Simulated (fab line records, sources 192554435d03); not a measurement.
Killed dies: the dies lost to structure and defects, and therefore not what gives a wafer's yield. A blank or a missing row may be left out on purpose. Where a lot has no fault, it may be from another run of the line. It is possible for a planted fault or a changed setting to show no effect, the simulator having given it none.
Comparing a struck lot with a sound one -- flow n5_finfet -- 38 steps out of a route of 1938
Sound: wafers L383.1, L383.4, L383.6. The struck wafers were L380.1, L380.4, L380.6. The cause is named last.
For every step that has rows: the tool of each side, followed by ch and its chambers, followed by its first start. Under that, the readings that differ: sound wafers -- struck wafers -- difference of the means -- sigmas: that difference in standard deviations of wafers without a fault.
alike: readings whose means differ by less than 2 such deviations, and words and numbers that are the same on both sides. not compared: withheld readings, readings that some wafer has no value for, bounds like >300 that may hide the same value, and numbers for which the record gives no deviation and whose values overlap.
Wherever a step has rows on one side only, a row that says differs or no value, or a row with sigmas, the two part there. Numbers that have no deviation but don't overlap get no sigmas and don't part them. Lack of a reading on every wafer of one side parts them only where that side has two or more wafers.

first, 9 steps without rows for these wafers: N5_BEOL_M4_ANNEAL_95 (time 240 s); N5_BEOL_M4_SPUTTER_96 (material Cu, target thk 4.5 nm, time 8.29 s); N5_BEOL_M4_ECD_50 (material Cu, target thk 300 nm); N5_BEOL_M4_ANNEAL_51 (time 90 s); N5_BEOL_M4_CMP_52 (polishes, stops on SiOC, t overpolish 6.8 s, target thk 40 nm); N5_BEOL_M4_PRE_CLEAN_60 (time 15 s); N5_BEOL_M4_CO_CAP_55 (material Co, precursor CCTBA/H2, target thk 2 nm, time 102.1 s); N5_BEOL_M4_PRE_CLEAN_56 (time 15 s); N5_BEOL_M4_DEP_57 (deposits SiCN from 3MS/NH3, target thk 8 nm, time 14 s).
N5_BEOL_M4_RC_MEAS_101:
  sound on prober-02 ch 0, day 9 17:52; struck on prober-02 ch 0, day 9 03:15
  alike: DIBL_N, DIBL_P, IOFF_N, IOFF_P, ION_N, ION_P, SS_N, SS_P, VT_N, VT_P
then, 24 steps without rows for these wafers: N5_BEOL_M5_ILD_DEP_00 (deposits SiCOH lowk from DEMS/porogen, target thk 140.64 nm, time 25.9 s); N5_BEOL_M5_CURE_79 (cures SiCOH lowk, time 240 s); N5_BEOL_M5_PECVD_70 (deposits SiO2 from TEOS/O2, target thk 16 nm, time 18 s); N5_BEOL_M5_HM_DEP_02 (deposits TiN, target thk 20 nm); N5_BEOL_M5_COAT_59 (time 60 s, resist thk 60 nm); N5_BEOL_M5_COAT_60 (time 60 s, resist thk 12 nm); N5_BEOL_M5_COAT_71 (time 60 s, resist thk 5 nm); N5_BEOL_M5_COAT_05 (resist thk 30 nm); N5_BEOL_M5_EBR_07; N5_BEOL_M5_SOFTBAKE_06 (time 60 s); N5_BEOL_M5_EXPOSE_08 (exposes mask M5, target cd 28 nm); N5_BEOL_M5_PEB_09 (peb time 60 s); N5_BEOL_M5_DEVELOP_10 (develop time 30 s); N5_BEOL_M5_DESCUM_16 (chemistry O2, time 7 s); N5_BEOL_M5_ETCH_72 (etches underlayer in N2/H2, target depth 6.5 nm, time 5.2 s); N5_BEOL_M5_ETCH_61 (etches SiARC in CF4, target depth 15.6 nm, time 26 s); N5_BEOL_M5_ETCH_62 (etches SOC in N2/H2, target depth 75 nm, overetch 15 nm, time 112.5 s); N5_BEOL_M5_STRIP_63 (strips in N2/H2); N5_BEOL_M5_STRIP_73 (strips in N2/H2); N5_BEOL_M5_STRIP_64 (strips in CF4); N5_BEOL_M5_HM_OPEN_17 (chemistry Cl2/BCl3, target TiN, target depth 20 nm, overetch 6 nm); N5_BEOL_M5_STRIP_19 (strips in O2); N5_BEOL_M5_COAT_65 (time 60 s, resist thk 60 nm); N5_BEOL_M5_COAT_66 (time 60 s, resist thk 12 nm).
-- the record jumps here: 3 days lie between the struck wafers' starts before and after (it left off in module BEOL_M5 and takes up again in module BEOL_M13, whose first step shown is number 1708 of the route) --
N5_BEOL_M13_ECD_47: material Cu, target thk 936 nm.
  sound on ecd_cu-02 ch 1, day 12 17:11; struck on ecd_cu-01 ch 0, day 12 13:56
N5_BEOL_M13_THK_MEAS_50: measures by xrf.
  sound: film_metro-02 at day 12 17:56; struck: film_metro-01 at day 12 14:41
reading,sound,struck,difference,sigmas
M13_THK (nm),421 430 427,- - -,no value on the struck wafers,
N5_BEOL_M13_RS_MEAS_54: measures by four-point-probe.
  sound: film_metro-02 at day 12 18:04; struck: film_metro-01 at day 12 14:49
reading,sound,struck,difference,sigmas
M13_RS (ohm/sq),0.0459 0.0448 0.0453,57.027 58.462 58.287,+57.880,+99 or more
N5_PASSIVATION_PROBE_49:
  sound: prober-02 at day 13 20:56; struck: prober-01 at day 13 16:30
reading,sound,struck,difference,sigmas
defect_limited_yield (%),90.5 89.4 91.4,0 0,-90,-70
killed_at_M4_up,13 28 17,1079 1081,+1061,+99 or more
killed_at_other,3 9 8,0 2,-6,-2
killed_dies,112 125 102,1180 1180,+1067,+71
killed_on_rim,16 9 13,152 152,+139,+41
sort_bin_5_function (%),5.9 6.4 5.6,96.4 96.1,+90.3,+99 or more
sort_n_pass,1068 1055 1078,0 0,-1067,-71
sort_yield_pct (%),90.5 89.4 91.4,0 0,-90,-70
  alike: killed_at_M0_to_M3, killed_at_contacts, killed_at_front_end, killed_open, killed_short, sort_bin_6_memory

WHERE THEY PART
Last at N5_PASSIVATION_PROBE_49 as far as this record goes, first at N5_BEOL_M13_THK_MEAS_50.

WHY: whatever the simulator had introduced
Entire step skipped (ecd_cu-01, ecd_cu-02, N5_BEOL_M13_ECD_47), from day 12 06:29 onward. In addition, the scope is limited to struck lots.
